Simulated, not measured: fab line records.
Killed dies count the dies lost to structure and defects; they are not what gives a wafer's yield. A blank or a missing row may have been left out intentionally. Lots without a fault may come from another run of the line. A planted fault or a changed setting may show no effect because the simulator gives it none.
Chamber matching | flow nand_harc | NHARC_A_CHANNEL_FILL_D1_CMP_10 on cmp-02 has 4 sister chambers
The step polishes, target thk 150 nm. 8 wafers are shown with their chamber, then 7 later ones without.

## WAFERS WITH THEIR CHAMBER
wafer  | chamber | motor_current_A (A) | time_to_endpoint_s (s)
L537.5 | 0       | 12.1                | 14.1
L545.2 | 0       | 12.2                | 12.4
L545.6 | 3       | 12.9                | 15.9
L546.3 | 1       | 13.5                | 14.6
L546.5 | 2       | 12.2                | 13.2
L546.6 | 3       | 13.4                | 15.0
L548.1 | 2       | 12.4                | 15.7
L548.2 | 1       | 13.0                | 15.5

## WAFERS WITHOUT THEIR CHAMBER
wafer  | motor_current_A (A) | time_to_endpoint_s (s)
L548.4 | 12.5                | 16.6
L552.1 | 12.3                | 13.4
L552.2 | 13.3                | 16.0
L552.4 | 12.1                | 14.8
L555.3 | 13.0                | 10.2
L555.5 | 12.7                | 14.1
L555.6 | 13.3                | 11.3

## CHAMBER TAKEN BY EACH
wafer  | from the rows above               | in truth
L548.4 | can't be placed: 2 or 3 or 1 or 0 | 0
L552.1 | can't be placed: 0 or 2           | 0
L552.2 | can't be placed: 3 or 1           | 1
L552.4 | can't be placed: 2 or 0           | 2
L555.3 | can't be placed: 0 or 1 or 2 or 3 | 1
L555.5 | can't be placed: 2 or 3 or 0 or 1 | 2
L555.6 | can't be placed: 1 or 3 or 2 or 0 | 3
0 of 7 placed correctly. Cannot be placed on the basis of these rows: 7; the candidates contain the true chamber in 7. 0 placed wrongly.
How it was worked out, from the rows above alone: a wafer's distance from a chamber is the root of the sum, over the readings, of the square of ((its reading less the chamber's mean) divided by the reading's scatter). The wafer belongs to the nearest chamber; if the next one is less than 2 further off, it can't be placed. Each chamber's mean is taken over the wafers shown for it. How the scatter is found: for the shown wafers, subtract from each reading the mean of its chamber, square and add these, divide the total by (wafers less chambers), then take the root.
